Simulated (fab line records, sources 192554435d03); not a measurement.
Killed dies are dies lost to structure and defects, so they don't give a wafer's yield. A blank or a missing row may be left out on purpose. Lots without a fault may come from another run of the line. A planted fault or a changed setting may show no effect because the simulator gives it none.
Problem report in the 8D (eight disciplines) form, filled by code | flow n5_finfet | the parts of the form that need people (team, actions taken, sign-off) are left out

1. THE PROBLEM
spin_speed_rpm at N5_SD_EPI_P_COAT_34 reads a mean of 1458.3 rpm on 6 wafers of 2 lots; wafers without a fault read 1499.9 rpm with a standard deviation of 0.89. That is -47 standard deviations from the usual mean.
The step: time 60 s, resist thk 350 nm.
First seen on wafer L702.1, day 6 14:59, on litho_track-01. The record holds 18 wafers of 6 lots with a number at this step. Rule for "out", or "out of limits": more than 4 standard deviations from the usual mean. The other wafers with a number count as sound.

2. WHAT IT IS AND WHAT IT IS NOT
question                    | is                     | is not
which readings at this step | spin_speed_rpm         | dispense_pressure_kPa
which lots                  | L702, L704             | L691, L692, L706, L707
which wafers of those lots  | all that have a number | -
read on which tools         | litho_track-01         | litho_track-03, litho_track-05
when                        | from day 6 14:59       | up to then (6 sound wafers); but 6 sound wafers of L706, L707 came after

3. SUSPECTS, AND WHAT RULES EACH OUT
Counting: a tool at a process step up to the reading stays a suspect if it ran every lot that is out and no sound lot after the first of them.
- epi_rpcvd-02 at N5_SD_EPI_N_VAPOR_ETCH_50 (etches Si in HCl, time 54 s): kept. It ran every lot that is out, first L702 (day 6 12:22), and no sound lot after that; its last sound lot up to then is L692 (day 3 15:17).
- ald_sin-02 at N5_SD_EPI_N_LINER_46 (material SiNx, target thk 3 nm): ruled out as a lasting fault. Sound lots L706 ran on it after its first lot that is out, L702 (day 6 14:41).
- litho_track-01 at N5_SD_EPI_P_COAT_34 (time 60 s, resist thk 350 nm): kept. It ran every lot that is out, first L702 (day 6 14:59), and no sound lot after that; its last sound lot up to then is L691 (day 3 15:19). Its own readings are out on those wafers: spin_speed_rpm.
Left after counting: epi_rpcvd-02 at N5_SD_EPI_N_VAPOR_ETCH_50, litho_track-01 at N5_SD_EPI_P_COAT_34.

4. THE CAUSE (what the simulator had put in)
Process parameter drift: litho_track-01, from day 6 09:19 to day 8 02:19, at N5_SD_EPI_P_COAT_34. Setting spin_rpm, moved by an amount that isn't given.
Counting left 2 suspects, and this tool is among them.

5. THE CHAIN OF EFFECTS, in route order
Each row: a reading whose mean over the struck wafers that have a number lies more than 3 standard deviations from the usual. Only readings for which the record gives a usual standard deviation are gone through. hours: the time from each lot's start at the first step in this table that gives one to its start at this step, as a median over the lots. sigmas: the change in usual standard deviations.
hours | step                | reading        | usual      | on struck wafers | change | sigmas
0     | N5_SD_EPI_P_COAT_34 | spin_speed_rpm | 1499.9 rpm | 1458.3           | -41.6  | -47
The process steps in it:
- N5_SD_EPI_P_COAT_34: time 60 s, resist thk 350 nm.
Later measuring or inspecting steps at which every struck wafer that the step has a row for has a number for every such reading, and none has moved that far: N5_BEOL_M4_RC_MEAS_101.

6. WHAT WOULD HAVE CAUGHT IT SOONER
In this record the first reading out of limits was taken at day 6 14:59, 6 hours after the fault began at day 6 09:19.
